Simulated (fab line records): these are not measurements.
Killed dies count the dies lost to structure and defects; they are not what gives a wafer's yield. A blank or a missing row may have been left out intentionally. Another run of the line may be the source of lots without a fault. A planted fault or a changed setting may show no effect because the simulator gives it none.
A lot that was struck, set against a sound lot | flow n5Finfet | 20 out of 1938 route steps
Sound: the wafers L627.1, L627.4, L627.5. Struck: wafer L646.1. (L646.4 of the same lot was not struck and is left out.) The cause comes at the end.
Per side, at each step with rows, come the tool, then ch with its chambers, and then its first start. Under that, the readings that differ: sound wafers | struck wafers | difference of the means | sigmas: that difference in standard deviations of wafers without a fault.
alike: a reading whose means differ by less than 2 such deviations, as well as words and numbers matching on both sides. not compared: withheld readings; readings where some wafer has no value; bounds like >300 that might hide an equal value; numbers whose values overlap and for which the record gives no deviation.
Wherever a step has rows on one side only, a row that says differs or no value, or a row with sigmas, the two part there. Non-overlapping numbers with no deviation appear without sigmas and do not part them. A reading that every wafer of one side lacks parts them only if that side has two wafers or more.

first, 6 steps without rows for these wafers: N5_BEOL_M0_SAQP_COAT_34 (resist thk 30 nm); N5_BEOL_M0_SAQP_EBR_36; N5_BEOL_M0_SAQP_SOFTBAKE_35 (time 60 s); N5_BEOL_M0_SAQP_EXPOSE_37 (exposes mask M0 CUT1, target cd 30 nm); N5_BEOL_M0_SAQP_PEB_38 (peb time 60 s); N5_BEOL_M0_SAQP_DEVELOP_39 (develop time 30 s).
N5_BEOL_M0_SAQP_CD_MEAS_40: the cd target is 30 nm.
  sound on cdSem-02 ch 0, day 6 00:47; struck on cdSem-03 ch 0, day 10 22:46
  alike: cdNm
N5_BEOL_M0_SAQP_OVL_MEAS_41:
  sound on overlay-01 ch 0, day 6 00:49; struck on overlay-02 ch 0, day 10 22:48
  alike: M0_CUT1_OVL
N5_BEOL_M0_SAQP_INSPECT_42: inspects for defects (brightfield).
  struck on defectInspect-02, day 10 22:52; sound on defectInspect-01, day 6 00:53
  alike: rawDefectCount
N5_BEOL_M0_SAQP_DESCUM_45: chemistry O2, time 7 s.
  sound on rieDiel-01 ch 0,1,3, day 6 01:25; struck on rieDiel-03 ch 0, day 10 22:53
  alike: drypumpMotorCurrentA, oesProductAu, rfVppV, showerheadPlenumPTorr, throttleValvePct
  not compared: rfHoursCounterH
N5_BEOL_M0_SAQP_ETCH_88: etches underlayer in N2/H2, target depth 6.5 nm, time 5.2 s.
  sound on rieDiel-01 ch 0,1,3, day 6 01:27; struck on rieDiel-03 ch 0, day 10 22:55
reading              | sound             | struck | difference | sigmas
throttleValvePct (%) | 17.52 17.25 17.65 | 18.05  | +0.58      | +2
  alike: drypumpMotorCurrentA, etchRfOnTimeS, oesProductAu, rfVppV, showerheadPlenumPTorr
  not compared: rfHoursCounterH
N5_BEOL_M0_SAQP_ETCH_73: etches SiARC in CF4, target depth 19.5 nm, time 32.5 s.
  sound on rieDiel-01 ch 0,1,3, day 6 01:28; struck on rieDiel-03 ch 0, day 10 22:56
  alike: drypumpMotorCurrentA, etchRfOnTimeS, oesProductAu, rfVppV, showerheadPlenumPTorr, throttleValvePct
  not compared: rfHoursCounterH
N5_BEOL_M0_SAQP_CUT_ETCH_46: etches SOC in N2/H2, target depth 135 nm, overetch 27 nm, time 202.5 s.
  sound on rieDiel-01 ch 0,1,3, day 6 01:29; struck on rieDiel-03 ch 0, day 10 22:58
reading                                        | sound             | struck | difference | sigmas
throttleValvePct (%)                           | 17.49 17.21 17.61 | 18.04  | +0.60      | +2
model.SiARC_of_BEOL_M0_SAQP_COAT_72.thkNm (nm) | 4 5.2 5.6         | 8      | +3         | 
model.BEOL_M0_SAQP.cdNm (nm)                   | 30.2 29.4 29.4    | 28     | -2         | 
  alike: drypumpMotorCurrentA, rfVppV, showerheadPlenumPTorr
  not compared: rfHoursCounterH
then, 2 steps without rows for these wafers: N5_BEOL_M0_SAQP_STRIP_74 (strips in N2/H2); N5_BEOL_M0_SAQP_STRIP_89 (strips in N2/H2).
N5_BEOL_M0_SAQP_ALD_48: deposits SiO2, target thk 20 nm, pulse time 1 s, co reactant pulse time 1 s.
  sound on aldSin-04 ch 2,3, day 6 02:08; struck on aldSin-01 ch 3, day 10 23:30
  alike: heaterPowerW, precursorPulseHeightRel
N5_BEOL_M0_SAQP_ETCH_49: etches SiO2 in CF4/O2, target depth 37 nm.
  sound on rieDiel-05 ch 1,2,3, day 6 02:40; struck on rieDiel-01 ch 3, day 11 00:02
reading                      | sound          | struck | difference | sigmas
rfVppV (V)                   | 245 253 241    | 228    | -18        | -2
model.BEOL_M0_SAQP.cdNm (nm) | 30.2 29.4 29.4 | 28     | -2         | 
  alike: drypumpMotorCurrentA, oesProductAu, showerheadPlenumPTorr, throttleValvePct
  not compared: rfHoursCounterH
N5_BEOL_M0_SAQP_STRIP_75: strips in CF4.
  sound on rieDiel-05 ch 1,2,3, day 6 02:46; struck on rieDiel-01 ch 3, day 11 00:08
  alike: drypumpMotorCurrentA, oesProductAu, rfVppV, showerheadPlenumPTorr, throttleValvePct
  not compared: rfHoursCounterH
-- the record jumps here: 2 days lie between the struck wafers' starts before and after (it left off in module BEOL_M0_SAQP and takes up again in module BEOL_M4, whose first step shown is number 1111 of the route) --
N5_BEOL_M4_RC_MEAS_101:
  sound on prober-01 ch 0, day 8 10:48; struck on prober-01 ch 0, day 13 02:44
  alike: DIBL_N, DIBL_P, IOFF_N, IOFF_P, ION_N, ION_P, SS_N, SS_P, VT_N, VT_P
N5_PASSIVATION_PROBE_49:
  sound wafers here have rows in the record (prober-01, day 13 05:15); struck ones have none

== WHERE THEY PART ==
Last at N5_PASSIVATION_PROBE_49 as far as this record goes, first at N5_BEOL_M0_SAQP_ETCH_88.

WHY: what the simulator had put in
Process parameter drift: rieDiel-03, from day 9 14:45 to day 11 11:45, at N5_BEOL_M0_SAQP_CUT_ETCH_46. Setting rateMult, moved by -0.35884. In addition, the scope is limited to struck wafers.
